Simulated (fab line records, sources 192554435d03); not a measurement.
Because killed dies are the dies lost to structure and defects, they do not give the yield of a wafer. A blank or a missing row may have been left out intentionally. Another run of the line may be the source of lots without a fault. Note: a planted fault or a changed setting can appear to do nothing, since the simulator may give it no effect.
Struck lot and sound lot, side by side | flow n5_finfet | 15 steps out of a route of 1938
Sound: the wafers L371.2, L371.3, L371.5. Wafers L381.1, L381.4, L381.5 were the ones struck. The cause is named last.
At each step with rows: each side's tool, then ch and its chambers, then its first start. Under that, the readings that differ: sound wafers | struck wafers | difference of the means | sigmas: that difference in standard deviations of wafers without a fault.
alike: words and numbers the same on both sides, and readings whose means are apart by under 2 such deviations; not compared: readings that were withheld, readings missing a value for some wafer, numbers with overlapping values and no deviation given by the record, and bounds like >300 which may hide the same value.
Wherever a step has rows on one side only, a row that says differs or no value, or a row with sigmas, the two part there. When numbers do not overlap yet have no deviation, they are printed without sigmas and do not part them. A reading that every wafer of one side lacks parts them only if that side has two wafers or more.

first, 1 step without rows for these wafers: N5_BEOL_M3_SRD_43 (time 30 s).
N5_BEOL_M3_CD_MEAS_35: target cd 18 nm, target cd y 21 nm.
  sound: cd_sem-01 at day 9 20:29; struck: cd_sem-03 at day 11 15:12
  alike: cd_nm
N5_BEOL_M3_DEGAS_44: time 60 s.
  sound: pvd_sputter-02 at day 9 20:58; struck: pvd_sputter-01 at day 11 15:25
  alike: heater_power_w
N5_BEOL_M3_PRE_CLEAN_45: time 30 s.
  sound: pvd_sputter-02 at day 9 21:01; struck: pvd_sputter-01 at day 11 15:28
  alike: heater_power_w
then, 1 step without rows for these wafers: N5_BEOL_M3_ALD_84 (deposits TaN, pulse time 2 s, purge time 3 s, co reactant purge time 2 s).
N5_BEOL_M3_SURFACE_TREAT_85:
  sound: pvd_sputter-01 at day 9 21:19; struck: pvd_sputter-03 at day 11 16:01
  not compared: throttle_valve_pct
then, 1 step without rows for these wafers: N5_BEOL_M3_CVD_47 (deposits Co from CCTBA/H2, target thk 3 nm, time 223.8 s).
N5_BEOL_M3_SPUTTER_48: material Cu, target thk 4.5 nm, time 8.29 s.
  sound: pvd_sputter-01 at day 9 21:35; struck: pvd_sputter-01 at day 11 16:17
  alike: chamber_pressure_pa, substrate_temp_c, throttle_valve_pct
then, 4 steps without rows for these wafers: N5_BEOL_M3_ANNEAL_49 (time 240 s); N5_BEOL_M3_SPUTTER_79 (material Cu, target thk 4.5 nm, time 8.29 s); N5_BEOL_M3_ANNEAL_80 (time 240 s); N5_BEOL_M3_SPUTTER_81 (material Cu, target thk 4.5 nm, time 8.29 s).
N5_BEOL_M3_ANNEAL_82: time 240 s.
  sound: pvd_sputter-01 at day 9 22:07; struck: pvd_sputter-01 at day 11 16:49
  no value came back on the struck wafers for heater_power_w (W), susceptor_temp_C (C), time_s (s); on the sound wafers heater_power_w (W) reads 745 871 863
N5_BEOL_M3_SPUTTER_86: material Cu, target thk 4.5 nm, time 8.29 s.
  sound: pvd_sputter-01 at day 9 22:15; struck: pvd_sputter-01 at day 11 16:57
  alike: chamber_pressure_pa, substrate_temp_c, throttle_valve_pct
N5_BEOL_M4_RC_MEAS_101:
  sound on prober-02 ch 0, day 10 11:01; struck on prober-01 ch 0, day 12 10:19
  alike: DIBL_N, DIBL_P, IOFF_N, IOFF_P, ION_N, ION_P, SS_N, SS_P, VT_N, VT_P

== WHERE THEY PART ==
Only at N5_BEOL_M3_ANNEAL_82, as far as this record shows. Later steps at which nothing parts them and some readings are alike: N5_BEOL_M3_SPUTTER_86, N5_BEOL_M4_RC_MEAS_101.

WHY: whatever the simulator had introduced
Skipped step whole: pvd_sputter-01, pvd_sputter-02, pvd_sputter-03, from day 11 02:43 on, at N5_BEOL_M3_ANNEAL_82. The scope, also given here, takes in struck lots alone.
